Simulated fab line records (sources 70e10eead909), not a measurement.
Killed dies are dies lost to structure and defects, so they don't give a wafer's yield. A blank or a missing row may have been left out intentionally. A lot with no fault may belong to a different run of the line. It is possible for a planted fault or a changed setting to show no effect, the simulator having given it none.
fab line records	flow nand-harc	part 1 of 2: steps 1 to 24 of 30
record lots=5	wafers=15	last-day=34
route steps=1302 shown A_STAIRCASE@710
lots that met no fault: from a run of the same line without faults
start-h: hours from the record's first day to the start of the lot's first wafer shown	wait-h: hours from the lot's prior step to this one	" repeats the value in the row above	L1.1+2: one row covering several wafers at once	- value missing, or start not given	* or withheld: withheld	< > ~ a bound
route shown NAME@n: names a module that has steps shown in the file, with the first one's number in the route	usual: mean/standard deviation of fault-free wafers	same: alike in all rows	chamber/n: place in a boat	sites: readings site by site	_std_site: their standard deviation	_edge_site: outer sites' mean less inner sites'	radius-mm: for every site, how far away it sits from the centre of the wafer	mask NAME#n: copy n	behind: the last tool/chamber to shape the wafer	hold: reason for holding the lot/hours on hold/outcome of the hold	device: names the non-switching transistor (n, p or np)	end of line: at the end of the route, the tests of the same wafers	a step given without rows: its recipe and nothing more	killed: not the wafer's yield, but the dies lost to structure and defects at the first sort	map: per-die view of a wafer (x killed, . not killed, _ where there is no die)
set.NAME: the setting that was run; set.NAME@STEP: the one run at that earlier step	model.NAME: the simulator's own value behind a step, which no gauge read
a table for each step, a row for each wafer; lots at some steps of the route
services: a tool's chamber out of use, with start hour (start-h, from the record's first day; less than 0 if before it), hours out, and reason
## steps
# step NHARC_A_STAIRCASE_TRIM_196
# recipe time-s=211.2	o2-flow-sccm=500	ar-flow-sccm=0	bias-w=0	chemistry=O2
# usual drypump-motor-current-A=6.0/0.37	oes-product-au=1.002/0.0074	rf-vpp-V=57.8/0.99	showerhead-plenum-p-Torr=3.56/0.17	throttle-valve-pct=17.037/0.0092
lot.wafer	tool	chamber	start-h	wait-h	drypump-motor-current-A	oes-product-au	rf-hours-counter-h	rf-vpp-V	showerhead-plenum-p-Torr	throttle-valve-pct
L079.3	rie-diel-07	2	411.19	0.1	5.9	1.013	35	56.9	3.48	17.049
L079.2	"	0	"	"	6.1	1.015	42	56.5	3.27	17.027
L079.5	"	0	"	"	6.1	1.010	-	56.7	3.27	17.042
L080.2	rie-diel-13	1	412.18	0.1	6.4	1.004	19	58.5	3.66	17.043
L080.1	"	2	"	"	6.3	0.990	20	59.7	3.80	17.038
L080.6	"	1	"	"	6.4	1.000	-	58.3	3.66	17.039
L081.4	rie-diel-13	2	436.36	0.3	6.3	0.996	26	58.7	3.79	17.033
L081.1	"	3	"	"	6.1	1.002	26	59.5	3.34	17.039
L081.5	"	1	"	"	6.4	0.990	-	57.7	3.66	17.022
L094.3	rie-diel-05	1	563.17	0.1	5.5	0.995	49	59.1	3.69	17.043
L094.6	"	1	"	"	5.5	1.003	-	58.9	3.69	17.030
L094.5	"	2	"	"	5.3	1.001	-	58.8	3.61	17.046
L097.1	rie-diel-13	0	596.47	0.1	6.5	0.997	22	56.8	3.33	17.042
L097.3	"	3	"	"	6.1	1.000	20	57.8	3.31	17.049
L097.5	"	1	"	"	6.4	1.005	-	57.1	3.63	17.021
# step NHARC_A_STAIRCASE_ETCH_197
# recipe target-depth-a=1000	time-s=40.5	ion-energy-ev=400	c4f8-flow-sccm=20	o2-flow-sccm=10	ar-flow-sccm=withheld	rf-w=600	bias-w=1000	chemistry=C4F8/O2
# usual oes-product-au=0.955/0.015	rf-vpp-V=897/6.4
lot.wafer	tool	chamber	start-h	wait-h	oes-product-au	rf-hours-counter-h	rf-vpp-V
L079.2	rie-diel-07	2	-	-	0.932	35	893
L079.3	"	3	"	"	0.926	37	902
L079.5	"	3	"	"	0.920	-	903
L080.1	rie-diel-13	3	-	-	0.961	21	889
L080.2	"	1	"	"	0.957	19	900
L080.6	"	3	"	"	0.972	-	890
L081.4	rie-diel-13	0	-	-	0.935	25	890
L081.1	"	1	"	"	0.947	25	900
L081.5	"	3	"	"	0.955	-	889
L094.3	rie-diel-05	2	-	-	0.957	51	899
L094.5	"	1	"	"	0.954	-	901
L094.6	"	2	"	"	0.958	-	899
L097.1	rie-diel-13	0	-	-	0.957	22	889
L097.3	"	1	"	"	0.973	21	900
L097.5	"	3	"	"	0.981	-	889
# step NHARC_A_STAIRCASE_TRIM_198
# recipe time-s=211.2	o2-flow-sccm=500	ar-flow-sccm=0	bias-w=0	chemistry=O2
# usual drypump-motor-current-A=6.0/0.37	oes-product-au=1.001/0.0072	rf-vpp-V=57.8/1	showerhead-plenum-p-Torr=3.56/0.17	throttle-valve-pct=17.037/0.0084
lot.wafer	tool	chamber	start-h	wait-h	drypump-motor-current-A	oes-product-au	rf-hours-counter-h	rf-vpp-V	showerhead-plenum-p-Torr	throttle-valve-pct
L079.2	rie-diel-07	2	-	-	5.9	0.999	35	58.5	3.48	17.041
L079.3	"	0	"	"	6.1	1.005	42	57.4	3.27	17.028
L079.5	"	3	"	"	6.1	0.991	-	58.4	3.72	17.044
L080.1	rie-diel-13	1	-	-	6.4	1.001	19	55.3	3.66	17.048
L080.2	"	2	"	"	6.3	1.006	20	58.2	3.80	17.047
L080.6	"	3	"	"	6.1	1.006	-	57.5	3.34	17.018
L081.1	rie-diel-13	2	-	-	6.3	1.010	26	59.0	3.79	17.026
L081.4	"	3	"	"	6.1	0.999	26	56.5	3.34	17.042
L081.5	"	2	"	"	6.3	1.012	-	58.3	3.79	17.037
L094.3	rie-diel-05	3	-	-	5.5	1.010	48	57.6	3.45	17.039
L094.5	"	0	"	"	6.2	1.004	-	58.7	3.63	17.047
L094.6	"	1	"	"	5.5	1.012	-	57.9	3.69	17.030
L097.3	rie-diel-13	1	-	-	6.4	0.998	21	58.8	3.63	17.036
L097.1	"	3	"	"	6.1	0.998	20	57.3	3.31	17.039
L097.5	"	1	"	"	6.4	1.001	-	57.5	3.63	17.027
# step NHARC_A_STAIRCASE_ETCH_199
# recipe target-depth-a=1000	time-s=40.5	ion-energy-ev=400	c4f8-flow-sccm=20	o2-flow-sccm=10	ar-flow-sccm=withheld	rf-w=600	bias-w=1000	chemistry=C4F8/O2
# usual oes-product-au=0.947/0.012	rf-vpp-V=897/6.5
lot.wafer	tool	chamber	start-h	wait-h	oes-product-au	rf-hours-counter-h	rf-vpp-V
L079.2	rie-diel-07	0	-	-	0.937	43	887
L079.3	"	2	"	"	0.939	35	893
L079.5	"	2	"	"	0.941	-	894
L080.2	rie-diel-13	1	-	-	0.950	19	901
L080.1	"	0	"	"	0.934	20	891
L080.6	"	2	"	"	0.957	-	906
L081.4	rie-diel-13	0	-	-	0.932	26	889
L081.1	"	1	"	"	0.939	25	902
L081.5	"	3	"	"	0.945	-	888
L094.3	rie-diel-05	3	-	-	0.931	48	892
L094.6	"	1	"	"	0.932	-	903
L094.5	"	2	"	"	0.930	-	899
L097.3	rie-diel-13	3	-	-	0.969	21	888
L097.1	"	0	"	"	0.956	22	889
L097.5	"	2	"	"	0.951	-	904
# step NHARC_A_STAIRCASE_TRIM_200
# recipe time-s=211.2	o2-flow-sccm=500	ar-flow-sccm=0	bias-w=0	chemistry=O2
# usual drypump-motor-current-A=6.0/0.38	oes-product-au=1.002/0.0081	rf-vpp-V=57.8/0.94	showerhead-plenum-p-Torr=3.55/0.17	throttle-valve-pct=17.037/0.0088
lot.wafer	tool	chamber	start-h	wait-h	drypump-motor-current-A	oes-product-au	rf-hours-counter-h	rf-vpp-V	showerhead-plenum-p-Torr	throttle-valve-pct
L079.2	rie-diel-07	2	-	-	6.0	0.998	35	59.0	3.48	17.039
L079.3	"	3	"	"	6.1	0.982	37	60.1	3.72	17.050
L079.5	"	0	"	"	6.1	0.992	-	57.1	3.27	17.043
L080.1	rie-diel-13	1	-	-	6.4	1.005	19	57.9	3.66	17.051
L080.2	"	3	"	"	6.0	0.992	21	57.7	3.34	17.035
L080.6	"	0	"	"	6.5	1.007	-	58.2	3.36	17.042
L081.4	rie-diel-13	1	-	-	6.4	0.995	25	57.7	3.66	17.041
L081.1	"	3	"	"	6.1	0.992	26	57.8	3.34	17.039
L081.5	"	1	"	"	6.4	1.000	-	59.0	3.66	17.035
L094.3	rie-diel-05	2	-	-	5.3	1.014	52	58.9	3.61	17.045
L094.6	"	0	"	"	6.2	1.011	-	58.0	3.63	17.017
L094.5	"	1	"	"	5.5	1.005	-	56.3	3.69	17.037
L097.1	rie-diel-13	0	-	-	6.4	1.004	22	58.0	3.33	17.044
L097.3	"	3	"	"	6.1	0.984	21	56.9	3.31	17.042
L097.5	"	1	"	"	6.4	1.008	-	57.5	3.63	17.021
# step NHARC_A_STAIRCASE_ETCH_201
# recipe target-depth-a=1000	time-s=40.5	ion-energy-ev=400	c4f8-flow-sccm=20	o2-flow-sccm=10	ar-flow-sccm=withheld	rf-w=600	bias-w=1000	chemistry=C4F8/O2
# usual oes-product-au=0.946/0.011	rf-vpp-V=897/6.4
lot.wafer	tool	chamber	start-h	wait-h	oes-product-au	rf-hours-counter-h	rf-vpp-V
L079.3	rie-diel-07	2	-	-	0.936	36	895
L079.2	"	0	"	"	0.942	43	885
L079.5	"	2	"	"	0.941	-	895
L080.1	rie-diel-13	0	-	-	0.940	20	891
L080.2	"	1	"	"	0.937	19	901
L080.6	"	3	"	"	0.942	-	889
L081.1	rie-diel-13	0	-	-	0.941	26	889
L081.4	"	3	"	"	0.961	26	890
L081.5	"	1	"	"	0.937	-	901
L094.3	rie-diel-05	3	-	-	0.946	48	893
L094.6	"	1	"	"	0.946	-	902
L094.5	"	2	"	"	0.959	-	900
L097.1	rie-diel-13	0	-	-	0.951	23	888
L097.3	"	3	"	"	0.959	21	888
L097.5	"	1	"	"	0.951	-	901
# step NHARC_A_STAIRCASE_TRIM_202
# recipe time-s=211.2	o2-flow-sccm=500	ar-flow-sccm=0	bias-w=0	chemistry=O2
# usual drypump-motor-current-A=6.0/0.38	oes-product-au=1.002/0.0079	rf-vpp-V=57.9/0.94	showerhead-plenum-p-Torr=3.55/0.17	throttle-valve-pct=17.035/0.0087
lot.wafer	tool	chamber	start-h	wait-h	drypump-motor-current-A	oes-product-au	rf-hours-counter-h	rf-vpp-V	showerhead-plenum-p-Torr	throttle-valve-pct
L080.1	rie-diel-13	1	-	-	6.5	0.999	19	58.9	3.66	17.032
L080.2	"	3	"	"	6.1	1.002	21	59.4	3.34	17.026
L080.6	"	1	"	"	6.5	0.990	-	60.1	3.66	17.039
L079.2	rie-diel-07	2	-	-	6.0	1.013	37	57.1	3.48	17.035
L079.3	"	0	"	"	6.1	0.998	44	57.0	3.27	17.060
L079.5	"	2	"	"	6.0	1.003	-	55.8	3.48	17.041
L081.4	rie-diel-13	0	-	-	6.5	1.000	26	59.5	3.36	17.028
L081.1	"	2	"	"	6.3	0.999	26	59.4	3.79	17.033
L081.5	"	0	"	"	6.5	0.998	-	57.8	3.36	17.029
L094.3	rie-diel-05	3	-	-	5.5	1.002	48	58.7	3.45	17.037
L094.5	"	3	"	"	5.5	1.011	-	57.0	3.45	17.028
L094.6	"	0	"	"	6.2	1.008	-	55.6	3.63	17.030
L097.1	rie-diel-13	0	-	-	6.5	1.007	23	57.5	3.33	17.032
L097.3	"	3	"	"	6.1	0.997	21	57.7	3.32	17.040
L097.5	"	0	"	"	6.5	0.998	-	56.9	3.33	17.029
# step NHARC_A_STAIRCASE_ETCH_203
# recipe target-depth-a=1000	time-s=40.5	ion-energy-ev=400	c4f8-flow-sccm=20	o2-flow-sccm=10	ar-flow-sccm=withheld	rf-w=600	bias-w=1000	chemistry=C4F8/O2
# usual oes-product-au=0.944/0.012	rf-vpp-V=897/6.3
lot.wafer	tool	chamber	start-h	wait-h	oes-product-au	rf-hours-counter-h	rf-vpp-V
L080.2	rie-diel-13	0	-	-	0.928	20	888
L080.1	"	3	"	"	0.963	21	889
L080.6	"	0	"	"	0.937	-	890
L079.3	rie-diel-07	3	-	-	0.944	39	904
L079.2	"	2	"	"	0.948	37	895
L079.5	"	2	"	"	0.955	-	895
L081.4	rie-diel-13	1	-	-	0.941	25	901
L081.1	"	2	"	"	0.935	26	905
L081.5	"	1	"	"	0.948	-	902
L094.3	rie-diel-05	0	-	-	0.936	48	900
L094.6	"	3	"	"	0.934	-	893
L094.5	"	0	"	"	0.931	-	899
L097.3	rie-diel-13	0	-	-	0.947	23	887
L097.1	"	1	"	"	0.951	22	900
L097.5	"	2	"	"	0.954	-	904
# step NHARC_A_STAIRCASE_STRIP_205
# recipe power-w=1500	temp-c=250	chemistry=O2
# usual drypump-motor-current-A=6.03/0.22	heater-power-w=352/30	rf-refl-power-W=21/5
lot.wafer	tool	chamber	start-h	wait-h	drypump-motor-current-A	heater-power-w	rf-hours-counter-h	rf-refl-power-W
L080.1	plasma-asher-02	1	413.23	0.1	6.40	311	32	-
L080.2	"	0	"	"	6.08	329	32	-
L080.6	"	0	"	"	6.10	335	-	-
L079.2	plasma-asher-02	0	414.26	0.1	6.06	327	32	-
L079.3	"	1	"	"	6.38	312	-	-
L079.5	"	1	"	"	6.41	318	-	-
L081.1	plasma-asher-01	1	437.55	0.1	5.85	401	17	14
L081.4	"	0	"	"	5.86	354	-	24
L081.5	"	0	"	"	5.85	353	-	25
L094.3	plasma-asher-01	0	564.80	0.2	5.85	355	-	24
L094.5	"	1	"	"	5.88	386	-	15
L094.6	"	0	"	"	5.85	359	-	24
L097.1	plasma-asher-01	0	597.54	0.1	5.84	358	12	-
L097.3	"	1	"	"	5.86	395	-	-
L097.5	"	1	"	"	5.86	378	-	-
# step NHARC_A_STAIRCASE_STRIP_206
# recipe time-s=900	temp-c=130	chemistry=SPM
lot.wafer	tool	chamber	start-h	wait-h
L080.6+1+2	wet-bench-01	4,7,1	413.57	0.1
L079.2+5+3	wet-bench-01	7,0,3	414.61	0.3
L081.1+5+4	wet-bench-02	2,3,6	437.86	0.3
L094.3+5+6	wet-bench-02	7,0,3	565.01	0.2
L097.5+3+1	wet-bench-01	3,5,0	597.88	0.1
# step NHARC_A_STAIRCASE_PRECLEAN_207
# recipe time-s=*	temp-c=50	bath-age-min=0	chemistry=SC1
# usual nh4oh-flow-mL-min=28.30/0.08
lot.wafer	tool	chamber	start-h	wait-h	nh4oh-flow-mL-min
L080.6	wet-bench-01	4	-	-	28.18
L080.1	"	7	"	"	28.29
L080.2	"	1	"	"	28.36
L079.2	wet-bench-01	7	-	-	28.32
L079.5	"	0	"	"	28.32
L079.3	"	3	"	"	28.32
L081.1	wet-bench-02	2	-	-	28.16
L081.5	"	3	"	"	28.35
L081.4	"	6	"	"	28.33
L094.3	wet-bench-02	7	-	-	28.21
L094.5	"	0	"	"	28.26
L094.6	"	3	"	"	28.26
L097.5	wet-bench-01	3	-	-	28.28
L097.3	"	5	"	"	28.22
L097.1	"	0	"	"	28.28
# step NHARC_A_STAIRCASE_SRD_208
lot.wafer	tool	chamber	start-h	wait-h
L080.6+1+2	wet-bench-01	4,7,1	-	-
L079.2+5+3	wet-bench-01	7,0,3	-	-
L081.1+5+4	wet-bench-02	2,3,6	-	-
L094.3+5+6	wet-bench-02	7,0,3	-	-
L097.5+3+1	wet-bench-01	3,5,0	-	-
# step NHARC_A_STAIRCASE_DEHYDRATE_209
# recipe temp-c=150	time-s=120
lot.wafer	tool	chamber	start-h	wait-h
L080.1+2+6	litho-track-07	0	414.03	-
L079.2+3+5	litho-track-07	0	415.06	-
L081.1+4+5	litho-track-02	0	438.30	-
L094.3+5+6	litho-track-02	0	565.46	-
L097.1+3+5	litho-track-07	0	598.34	-
# step NHARC_A_STAIRCASE_HMDS_210
# recipe time-s=30
lot.wafer	tool	chamber	start-h	wait-h
L080.1+2+6	litho-track-07	0	-	-
L079.2+3+5	litho-track-07	0	-	-
L081.1+4+5	litho-track-02	0	-	-
L094.3+5+6	litho-track-02	0	-	-
L097.1+3+5	litho-track-07	0	-	-
# step NHARC_A_STAIRCASE_COAT_211
# recipe spin-rpm=1200
lot.wafer	tool	chamber	start-h	wait-h
L080.1+2+6	litho-track-07	0	-	-
L079.2+3+5	litho-track-07	0	-	-
L081.1+4+5	litho-track-02	0	-	-
L094.3+5+6	litho-track-02	0	-	-
L097.1+3+5	litho-track-07	0	-	-
# step NHARC_A_STAIRCASE_SOFTBAKE_212
# recipe temp-c=135	time-s=170
lot.wafer	tool	chamber	start-h	wait-h
L080.1+2+6	litho-track-07	0	-	-
L079.2+3+5	litho-track-07	0	-	-
L081.1+4+5	litho-track-02	0	-	-
L094.3+5+6	litho-track-02	0	-	-
L097.1+3+5	litho-track-07	0	-	-
# step NHARC_A_STAIRCASE_EBR_213
lot.wafer	tool	chamber	start-h	wait-h
L080.1+2+6	litho-track-07	0	-	-
L079.2+3+5	litho-track-07	0	-	-
L081.1+4+5	litho-track-02	0	-	-
L094.3+5+6	litho-track-02	0	-	-
L097.1+3+5	litho-track-07	0	-	-
# step NHARC_A_STAIRCASE_EXPOSE_214
# recipe na=0.5	dose-mj=31.26	mask-id=STAIR_3
lot.wafer	tool	chamber	start-h	wait-h	mask
L080.1+2+6	krf-scanner-04	0	414.36	-	STAIR_3#0
L079.2+3+5	krf-scanner-04	0	415.27	-	STAIR_3#0
L081.1+4+5	krf-scanner-04	0	438.51	-	STAIR_3#0
L094.3+5+6	krf-scanner-04	0	565.81	-	STAIR_3#0
L097.1+3+5	krf-scanner-04	0	598.68	-	STAIR_3#0
# step NHARC_A_STAIRCASE_PEB_215
# recipe peb-temp-c=115	peb-time-s=130
# same peb-time-s=130
lot.wafer	tool	chamber	start-h	wait-h
L080.1+2+6	litho-track-07	0	414.43	0.1
L079.2+3+5	litho-track-02	0	415.33	0.1
L081.1+4+5	litho-track-02	0	438.58	0.1
L094.3+5+6	litho-track-07	0	565.86	0.1
L097.1+3+5	litho-track-02	0	598.76	0.1
# step NHARC_A_STAIRCASE_DEVELOP_216
# recipe time-s=140
lot.wafer	tool	chamber	start-h	wait-h
L080.1+2+6	litho-track-07	0	-	-
L079.2+3+5	litho-track-02	0	-	-
L081.1+4+5	litho-track-02	0	-	-
L094.3+5+6	litho-track-07	0	-	-
L097.1+3+5	litho-track-02	0	-	-
# step NHARC_A_STAIRCASE_HARDBAKE_218
# recipe temp-c=120	time-s=140
lot.wafer	tool	chamber	start-h	wait-h
L080.1+2+6	litho-track-02	0	414.64	-
L079.2+3+5	litho-track-05	0	415.55	-
L081.1+4+5	litho-track-02	0	438.80	-
L094.3+5+6	litho-track-05	0	566.09	-
L097.1+3+5	litho-track-07	0	598.97	-
# step NHARC_A_STAIRCASE_DESCUM_219
# recipe time-s=3	o2-flow-sccm=200	ar-flow-sccm=0	bias-power-w=0	chemistry=O2
# usual drypump-motor-current-A=6.0/0.39	oes-product-au=1.002/0.0078	rf-vpp-V=57.9/0.93	showerhead-plenum-p-Torr=1.94/0.1	throttle-valve-pct=11.313/0.0098
lot.wafer	tool	chamber	start-h	wait-h	drypump-motor-current-A	oes-product-au	rf-hours-counter-h	rf-vpp-V	showerhead-plenum-p-Torr	throttle-valve-pct
L080.1	rie-diel-13	0	414.74	-	6.5	1.002	21	57.5	1.82	11.309
L080.2	"	2	"	"	6.3	0.998	21	58.6	2.07	11.319
L080.6	"	0	"	"	6.5	0.991	-	56.0	1.82	11.317
L079.3	rie-diel-13	0	415.66	-	6.4	1.007	22	57.6	1.82	11.325
L079.2	"	1	"	"	6.4	1.002	20	59.5	1.99	11.311
L079.5	"	2	"	"	6.3	0.995	-	58.4	2.07	11.316
L081.1	rie-diel-13	1	438.93	-	6.4	1.009	26	59.2	1.99	11.304
L081.4	"	0	"	"	6.4	1.001	26	56.1	1.81	11.299
L081.5	"	1	"	"	6.4	1.001	-	57.9	1.99	11.311
L094.3	rie-diel-13	3	566.19	-	6.1	1.000	13	57.2	1.79	11.316
L094.6	"	1	"	"	6.4	1.003	-	56.9	1.98	11.310
L094.5	"	2	"	"	6.3	0.984	-	57.9	2.05	11.301
L097.3	rie-diel-05	2	599.07	-	5.3	1.008	2	58.2	1.96	11.321
L097.1	"	3	"	"	5.5	1.005	1	57.4	1.86	11.314
L097.5	"	1	"	"	5.5	1.005	-	59.3	2.00	11.314
# step NHARC_A_STAIRCASE_TRIM_220
# recipe time-s=211.2	o2-flow-sccm=500	ar-flow-sccm=0	bias-w=0	chemistry=O2
# usual drypump-motor-current-A=6.0/0.37	oes-product-au=1.001/0.0068	rf-vpp-V=57.8/0.96	showerhead-plenum-p-Torr=3.56/0.17	throttle-valve-pct=17.035/0.0082
lot.wafer	tool	chamber	start-h	wait-h	drypump-motor-current-A	oes-product-au	rf-hours-counter-h	rf-vpp-V	showerhead-plenum-p-Torr	throttle-valve-pct
L080.1	rie-diel-13	0	414.86	0.1	6.5	0.992	21	56.6	3.36	17.038
L080.2	"	3	"	"	6.1	1.005	22	56.8	3.34	17.040
L080.6	"	1	"	"	6.4	1.004	-	58.0	3.66	17.034
L079.2	rie-diel-13	0	415.75	0.1	6.4	0.989	22	58.6	3.36	17.037
L079.3	"	1	"	"	6.4	0.993	21	57.9	3.66	17.031
L079.5	"	0	"	"	6.4	1.002	-	56.3	3.36	17.051
L081.4	rie-diel-13	2	439.03	0.1	6.3	1.001	26	59.1	3.79	17.030
L081.1	"	3	"	"	6.1	0.994	26	58.0	3.34	17.022
L081.5	"	2	"	"	6.3	0.999	-	59.1	3.79	17.049
L094.3	rie-diel-13	3	566.27	0.1	6.1	1.000	13	58.3	3.32	17.045
L094.6	"	2	"	"	6.2	1.002	-	58.9	3.77	17.039
L094.5	"	3	"	"	6.0	0.999	-	58.2	3.32	17.040
L097.1	rie-diel-05	1	599.16	0.1	5.5	0.991	2	58.7	3.68	17.032
L097.3	"	3	"	"	5.5	0.994	1	57.8	3.44	17.051
L097.5	"	1	"	"	5.5	1.000	-	58.0	3.68	17.027
# step NHARC_A_STAIRCASE_ETCH_221
# recipe target-depth-a=1000	time-s=40.5	ion-energy-ev=400	c4f8-flow-sccm=20	o2-flow-sccm=10	ar-flow-sccm=withheld	rf-w=600	bias-w=1000	chemistry=C4F8/O2
# usual oes-product-au=0.949/0.012	rf-vpp-V=897/6.2
lot.wafer	tool	chamber	start-h	wait-h	oes-product-au	rf-hours-counter-h	rf-vpp-V
L080.2	rie-diel-13	0	-	-	0.947	21	891
L080.1	"	2	"	"	0.932	21	904
L080.6	"	1	"	"	0.944	-	901
L079.2	rie-diel-13	1	-	-	0.932	21	901
L079.3	"	2	"	"	0.924	22	904
L079.5	"	1	"	"	0.922	-	902
L081.4	rie-diel-13	0	-	-	0.963	26	890
L081.1	"	1	"	"	0.949	26	902
L081.5	"	3	"	"	0.972	-	888
L094.3	rie-diel-13	3	-	-	0.948	13	889
L094.6	"	0	"	"	0.972	-	889
L094.5	"	1	"	"	0.954	-	901
L097.1	rie-diel-05	3	-	-	0.949	1	894
L097.3	"	2	"	"	0.964	2	899
L097.5	"	0	"	"	0.960	-	898
